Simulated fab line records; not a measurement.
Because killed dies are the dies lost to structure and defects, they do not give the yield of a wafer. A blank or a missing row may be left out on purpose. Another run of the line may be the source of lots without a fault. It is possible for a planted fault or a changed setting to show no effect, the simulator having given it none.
fab line records | flow n5-finfet
record lots=5 | wafers=15 | last-day=17
route steps=1938 shown BEOL_M0_SAQP@680 BEOL_M4@1111
lots that met no fault: from a run of the same line without faults
start-h: hours from the record's opening day to when the first of the lot's shown wafers began | wait-h: how many hours have passed since the lot's step before this one | " as in the row above | L1.1+2: a row that stands for several wafers | - either no value or no given start | * or withheld: withheld | < > ~ a bound
route shown NAME@n: NAME is a module with steps in the file, n the number in the route of the first one | usual: mean/standard deviation of fault-free wafers | same: alike in all rows | chamber/n: place in a boat | sites: the reading at each site | _std_site: their standard deviation | _edge_site: the outer-site mean with the inner-site mean subtracted | radius-mm: for every site, how far away it sits from the centre of the wafer | mask NAME#n: copy n | behind: the most recent tool/chamber to have shaped the wafer | hold: why the lot was held/for how many hours/how that ended | device: whichever transistor did not switch (one of n, p or np) | end of line: the same wafers' tests at the end of the route | where a step has no rows: the recipe by itself | killed: at the first sort, the dies lost to defects and structure; wafer yield is something else | map: a wafer's dies, x killed, . not, _ none there
set.NAME: the setting as run; set.NAME@STEP: as run at that earlier step | model.NAME: the simulator's own value behind a step, which no gauge read
certain route steps with their lots: each step a table, each wafer a row
services: the hour from which a tool's chamber was out of use, counted from the record's first day as start-h (under 0 if before that day), plus the number of hours and why
## steps
# step N5_BEOL_M0_SAQP_COAT_69
# recipe resist=SOC | temp-c=250 | time-s=60 | spin-rpm=1500 | resist-thk-nm=90
# step N5_BEOL_M0_SAQP_COAT_72
# recipe resist=SiARC | temp-c=220 | time-s=60 | spin-rpm=1500 | resist-thk-nm=15
# step N5_BEOL_M0_SAQP_COAT_87
# recipe resist=underlayer | temp-c=205 | time-s=60 | spin-rpm=1500 | resist-thk-nm=5
# step N5_BEOL_M0_SAQP_COAT_34
# recipe resist=CAR-EUV | spin-rpm=1500 | resist-thk-nm=30
# step N5_BEOL_M0_SAQP_EBR_36
# recipe solvent=PGMEA | ebr-width-mm=1.5
# step N5_BEOL_M0_SAQP_SOFTBAKE_35
# recipe temp-c=110 | time-s=60 | resist=CAR-EUV
# step N5_BEOL_M0_SAQP_EXPOSE_37
# recipe mask-id=M0_CUT1 | na=0.33 | source-shape=annular | sigma-inner=0.35 | sigma-outer=0.8 | polarization=unpolarized | target-cd-nm=30 | dose-mj=44.75
# step N5_BEOL_M0_SAQP_PEB_38
# recipe peb-temp-c=100 | peb-time-s=60 | resist=CAR-EUV
# step N5_BEOL_M0_SAQP_DEVELOP_39
# recipe develop-time-s=30 | developer=TMAH | resist=CAR-EUV | rinse-liquid=surfactant-rinse | dry=air-spin | dev-temp-c=23
# step N5_BEOL_M0_SAQP_CD_MEAS_40
# recipe target-cd-nm=30 | landing-energy-ev=500 | detector=se-inlens
# usual cd-nm=30.09/0.24
lot.wafer | tool      | chamber | start-h | wait-h | cd-nm
L110.1    | cd-sem-01 | 0       | 133.03  | -      | 30.02
L110.2    | "         | 0       | "       | "      | 29.69
L110.3    | "         | 0       | "       | "      | 29.65
L114.2    | cd-sem-01 | 0       | 161.96  | -      | 30.35
L114.3    | "         | 0       | "       | "      | 30.31
L114.5    | "         | 0       | "       | "      | 30.30
L124.1    | cd-sem-03 | 0       | 221.19  | -      | 30.13
L124.5    | "         | 0       | "       | "      | 30.04
L124.6    | "         | 0       | "       | "      | 29.93
L126.2    | cd-sem-03 | 0       | 232.38  | -      | 29.81
L126.4    | "         | 0       | "       | "      | 29.79
L126.6    | "         | 0       | "       | "      | 29.87
L128.2    | cd-sem-02 | 0       | 249.06  | -      | 29.79
L128.3    | "         | 0       | "       | "      | 29.85
L128.5    | "         | 0       | "       | "      | 30.39
# step N5_BEOL_M0_SAQP_OVL_MEAS_41
# recipe points-per-wafer=522
# usual M0_CUT1_OVL=0.1/0.68
lot.wafer | tool       | chamber | start-h | wait-h | M0_CUT1_OVL[nm]
L110.1    | overlay-02 | 0       | 133.06  | 0.0    | -0.5
L110.2    | "          | 0       | "       | "      | -0.1
L110.3    | "          | 0       | "       | "      | -0.5
L114.2    | overlay-02 | 0       | 162.00  | 0.0    | 0.5
L114.3    | "          | 0       | "       | "      | 0.4
L114.5    | "          | 0       | "       | "      | 0.5
L124.1    | overlay-02 | 0       | 221.22  | 0.0    | 1.1
L124.5    | "          | 0       | "       | "      | 2.2
L124.6    | "          | 0       | "       | "      | 0.4
L126.2    | overlay-01 | 0       | 232.41  | 0.0    | -0.7
L126.4    | "          | 0       | "       | "      | -0.8
L126.6    | "          | 0       | "       | "      | -0.5
L128.2    | overlay-01 | 0       | 249.09  | 0.0    | -0.4
L128.3    | "          | 0       | "       | "      | -1.0
L128.5    | "          | 0       | "       | "      | 0.6
# step N5_BEOL_M0_SAQP_INSPECT_42
# recipe mode=adi | inspect-instrument=brightfield
# usual raw-defect-count=303/86
lot.wafer | tool              | chamber | start-h | wait-h | raw-defect-count
L110.1    | defect-inspect-02 | -       | 133.12  | 0.1    | 253
L110.2    | "                 | -       | "       | "      | 247
L110.3    | "                 | -       | "       | "      | 225
L114.2    | defect-inspect-02 | -       | 162.05  | 0.0    | 283
L114.3    | "                 | -       | "       | "      | 475
L114.5    | "                 | -       | "       | "      | 445
L124.1    | defect-inspect-02 | -       | 221.28  | 0.1    | 324
L124.5    | "                 | -       | "       | "      | 299
L124.6    | "                 | -       | "       | "      | 334
L126.2    | defect-inspect-01 | -       | 232.47  | 0.0    | 267
L126.4    | "                 | -       | "       | "      | 329
L126.6    | "                 | -       | "       | "      | 397
L128.2    | defect-inspect-01 | -       | 249.15  | 0.0    | 169
L128.3    | "                 | -       | "       | "      | 219
L128.5    | "                 | -       | "       | "      | 165
# step N5_BEOL_M0_SAQP_DESCUM_45
# recipe chemistry=O2 | time-s=7 | source-power-w=50 | bias-power-w=20 | pressure-mtorr=20 | rf-frequency-hz=2.712e+07 | temp-c=40 | resist=CAR-EUV | o2-flow-sccm=225
# usual drypump-motor-current-A=5.6/0.36 | oes-product-au=0.77/0.088 | rf-vpp-V=242.7/1.4 | showerhead-plenum-p-Torr=2.06/0.076 | throttle-valve-pct=20.4/0.3
lot.wafer | tool        | chamber | start-h | wait-h | drypump-motor-current-A | oes-product-au | rf-hours-counter-h | rf-vpp-V | showerhead-plenum-p-Torr | throttle-valve-pct | model.CAR-EUV_of_BEOL_M0_SAQP_COAT_34.thk-nm
L110.1    | rie-diel-05 | 3       | 133.15  | 0.0    | 5.8                     | 0.74           | 159                | 241.8    | 1.98                     | 20.4               | 26
L110.2    | "           | 1       | "       | "      | 6.1                     | 0.71           | 237                | 241.4    | 1.98                     | 20.4               | 26
L110.3    | "           | 2       | "       | "      | 5.2                     | 0.69           | 216                | 244.9    | 2.17                     | 21.0               | 26.2
L114.2    | rie-diel-05 | 0       | 162.69  | 0.6    | 5.4                     | 0.75           | 152                | 241.5    | 2.01                     | 20.6               | 26.2
L114.3    | "           | 2       | "       | "      | 5.2                     | 0.68           | 225                | 244.0    | 2.17                     | 21.0               | 26.6
L114.5    | "           | 3       | "       | "      | 5.8                     | 0.74           | -                  | 241.8    | 1.98                     | 20.4               | 26.2
L124.1    | rie-diel-02 | 1       | 221.51  | 0.2    | 5.9                     | 0.94           | 10                 | 243.8    | 2.05                     | 19.8               | 26
L124.5    | "           | 1       | "       | "      | 5.9                     | 0.94           | -                  | 241.8    | 2.05                     | 19.8               | 26
L124.6    | "           | 0       | "       | "      | 5.3                     | 0.84           | -                  | 243.7    | 2.13                     | 20.2               | 26
L126.2    | rie-diel-02 | 0       | 232.50  | 0.0    | 5.3                     | 0.85           | 57                 | 243.9    | 2.13                     | 20.2               | 26
L126.4    | "           | 3       | "       | "      | 6.2                     | 0.97           | -                  | 245.9    | 2.25                     | 20.5               | 26
L126.6    | "           | 1       | "       | "      | 5.9                     | 0.93           | -                  | 243.1    | 2.05                     | 19.8               | 26
L128.2    | rie-diel-02 | 3       | 249.18  | 0.0    | 6.2                     | 0.95           | 7                  | 244.7    | 2.25                     | 20.5               | 26.2
L128.3    | "           | 0       | "       | "      | 5.3                     | 0.82           | 62                 | 244.1    | 2.12                     | 20.2               | 26.2
L128.5    | "           | 1       | "       | "      | 5.9                     | 0.92           | -                  | 240.9    | 2.05                     | 19.8               | 26.2
# step N5_BEOL_M0_SAQP_ETCH_88
# recipe chemistry=N2/H2 | target=underlayer | target-depth-a=65 | time-s=5.2 | ion-energy-ev=200 | mask-material=CAR-EUV | pressure-mtorr=30 | source-w=840 | bias-w=150 | n2-flow-sccm=200 | h2-flow-sccm=200 | ends=cleared
# usual drypump-motor-current-A=5.6/0.36 | etch-rf-on-time-s=5.21/0.13 | h2-flow-sccm=200.0/0.58 | oes-product-au=0.65/0.074 | rf-vpp-V=522.7/2.8 | showerhead-plenum-p-Torr=2.50/0.089 | throttle-valve-pct=17.9/0.33
lot.wafer | tool        | chamber | start-h | wait-h | drypump-motor-current-A | etch-rf-on-time-s | h2-flow-sccm | oes-product-au | rf-hours-counter-h | rf-vpp-V | showerhead-plenum-p-Torr | throttle-valve-pct
L110.1    | rie-diel-05 | 3       | 133.19  | 0.0    | 5.8                     | 5.45              | 199.8        | 0.62           | 159                | 520.4    | 2.43                     | 18.0
L110.2    | "           | 1       | "       | "      | 6.2                     | 5.03              | 200.3        | 0.61           | 237                | 518.9    | 2.41                     | 17.9
L110.3    | "           | 2       | "       | "      | 5.3                     | 5.28              | 199.1        | 0.59           | 216                | 524.7    | 2.62                     | 18.4
L114.2    | rie-diel-05 | 0       | 162.73  | 0.0    | 5.5                     | 5.11              | 200.1        | 0.63           | 152                | 523.3    | 2.45                     | 18.2
L114.3    | "           | 2       | "       | "      | 5.3                     | 5.25              | 199.9        | 0.58           | 225                | 525.3    | 2.62                     | 18.4
L114.5    | "           | 3       | "       | "      | 5.8                     | 5.38              | 198.8        | 0.62           | -                  | 520.2    | 2.43                     | 18.0
L124.1    | rie-diel-02 | 1       | 221.56  | 0.0    | 5.9                     | 5.22              | 199.5        | 0.80           | 10                 | 523.9    | 2.49                     | 17.2
L124.5    | "           | 1       | "       | "      | 5.9                     | 5.19              | 200.2        | 0.79           | -                  | 522.0    | 2.49                     | 17.1
L124.6    | "           | 0       | "       | "      | 5.3                     | 5.16              | 201.0        | 0.71           | -                  | 524.7    | 2.58                     | 17.7
L126.2    | rie-diel-02 | 0       | 232.54  | 0.0    | 5.3                     | 5.16              | 200.3        | 0.70           | 57                 | 523.8    | 2.58                     | 17.7
L126.4    | "           | 3       | "       | "      | 6.2                     | 5.14              | 200.6        | 0.81           | -                  | 527.9    | 2.72                     | 17.8
L126.6    | "           | 1       | "       | "      | 5.9                     | 5.20              | 199.5        | 0.79           | -                  | 524.5    | 2.49                     | 17.2
L128.2    | rie-diel-02 | 3       | 249.22  | 0.0    | 6.2                     | 5.22              | 199.3        | 0.79           | 7                  | 527.5    | 2.71                     | 17.8
L128.3    | "           | 0       | "       | "      | 5.3                     | 5.22              | 200.3        | 0.70           | 62                 | 524.8    | 2.58                     | 17.7
L128.5    | "           | 1       | "       | "      | 5.9                     | 5.26              | 199.6        | 0.76           | -                  | 521.6    | 2.48                     | 17.2
# step N5_BEOL_M4_RC_MEAS_101
# usual DIBL_N=36.6/1.8 | DIBL_P=37.1/2.1 | IOFF_N=0.17/0.033 | IOFF_P=0.23/0.039 | ION_N=681/13 | ION_P=467/8.7 | SS_N=71.6/0.59 | SS_P=73.4/0.63 | VT_N=249/3.4 | VT_P=-249/3.7
lot.wafer | tool      | chamber | start-h | wait-h | DIBL_N[mV/V] | DIBL_P[mV/V] | IOFF_N[nA/um] | IOFF_P[nA/um] | ION_N[uA/um] | ION_P[uA/um] | SS_N[mV/dec] | SS_P[mV/dec] | VT_N[mV] | VT_P[mV]
L110.1    | prober-01 | 0       | 188.06  | 0.4    | 35.3         | 32.6         | 0.12          | 0.15          | 659          | 452          | 71.3         | 72.3         | 257      | -256
L110.2    | "         | 0       | "       | "      | 38.0         | 37.2         | 0.17          | 0.21          | 683          | 468          | 71.6         | 74.0         | 246      | -254
L110.3    | "         | 0       | "       | "      | 35.7         | 34.2         | 0.12          | 0.17          | 657          | 457          | 71.5         | 73.0         | 255      | -253
L114.2    | prober-01 | 0       | 220.41  | 0.2    | 37.5         | 38.1         | 0.18          | 0.23          | 674          | 459          | 72.4         | 73.6         | 248      | -250
L114.3    | "         | 0       | "       | "      | 36.1         | 35.2         | 0.15          | 0.20          | 689          | 472          | 71.3         | 72.5         | 248      | -250
L114.5    | "         | 0       | "       | "      | 38.5         | 39.5         | 0.19          | 0.26          | 673          | 462          | 71.9         | 73.5         | 250      | -247
L124.1    | prober-01 | 0       | 285.69  | 0.0    | 38.5         | 37.2         | 0.19          | 0.24          | 693          | 473          | 72.0         | 73.4         | 249      | -248
L124.5    | "         | 0       | "       | "      | 38.7         | 36.2         | 0.18          | 0.23          | 688          | 466          | 71.5         | 73.0         | 250      | -248
L124.6    | "         | 0       | "       | "      | 39.8         | 38.1         | 0.21          | 0.26          | 697          | 475          | 71.9         | 74.0         | 244      | -246
L126.2    | prober-02 | 0       | 291.31  | 0.2    | 36.6         | 37.9         | 0.16          | 0.27          | 672          | 473          | 71.5         | 73.5         | 251      | -244
L126.4    | "         | 0       | "       | "      | 36.2         | 36.4         | 0.16          | 0.25          | 689          | 479          | 72.0         | 72.4         | 249      | -244
L126.6    | "         | 0       | "       | "      | 37.1         | 38.6         | 0.18          | 0.28          | 678          | 472          | 71.1         | 73.1         | 248      | -243
L128.2    | prober-02 | 0       | 294.39  | 0.2    | 34.4         | 36.0         | 0.16          | 0.26          | 693          | 482          | 70.8         | 73.6         | 247      | -243
L128.3    | "         | 0       | "       | "      | 34.7         | 35.6         | 0.16          | 0.24          | 677          | 473          | 70.9         | 72.2         | 248      | -245
L128.5    | "         | 0       | "       | "      | 33.3         | 34.8         | 0.14          | 0.23          | 684          | 478          | 71.4         | 72.4         | 249      | -243
## services
tool        | chamber | start-h | hours | kind
rie-diel-02 | 1       | 146.26  | 4.1   | repair
rie-diel-05 | 1       | 177.00  | -     | clean
rie-diel-05 | 1       | 177.00  | -     | consumable-replace:focus-ring
rie-diel-05 | 1       | 177.00  | -     | consumable-replace:showerhead
rie-diel-05 | 1       | 177.00  | 19.3  | scheduled-down
rie-diel-05 | 1       | 177.00  | 19.3  | vent-cycle
rie-diel-02 | 1       | 180.96  | -     | clean
rie-diel-02 | 1       | 180.96  | -     | consumable-replace:focus-ring
rie-diel-02 | 1       | 180.96  | 15.2  | scheduled-down
rie-diel-02 | 1       | 180.96  | 15.2  | vent-cycle
rie-diel-02 | 3       | 207.76  | -     | clean
rie-diel-02 | 3       | 207.76  | -     | consumable-replace:focus-ring
rie-diel-02 | 3       | 207.76  | -     | consumable-replace:showerhead
rie-diel-02 | 2       | 216.74  | 15.8  | repair
rie-diel-05 | 2       | 231.02  | -     | clean
rie-diel-05 | 2       | 231.02  | -     | consumable-replace:focus-ring
rie-diel-05 | 2       | 231.02  | 16.6  | scheduled-down
rie-diel-05 | 2       | 231.02  | 16.6  | vent-cycle
rie-diel-02 | 2       | 241.45  | 6.8   | repair
## key
first-sign none at tools or gauges
model-effect step=N5_BEOL_M0_SAQP_DESCUM_45 | value=CAR-EUV_of_BEOL_M0_SAQP_COAT_34.thk-nm | without=26.2 | struck=26.6
met-at N5_BEOL_M0_SAQP_DESCUM_45
struck-wafers L114.3
onset-between 133.15 162.69
fault kind=process-parameter-drift | tool=rie-diel-05 | chamber=- | onset-h=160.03 | steps=N5_BEOL_M0_SAQP_DESCUM_45 | channel=time-s | offset=* | shape=step | end-h=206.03 | scope=struck-wafers-only | acts-in=* | stated=*
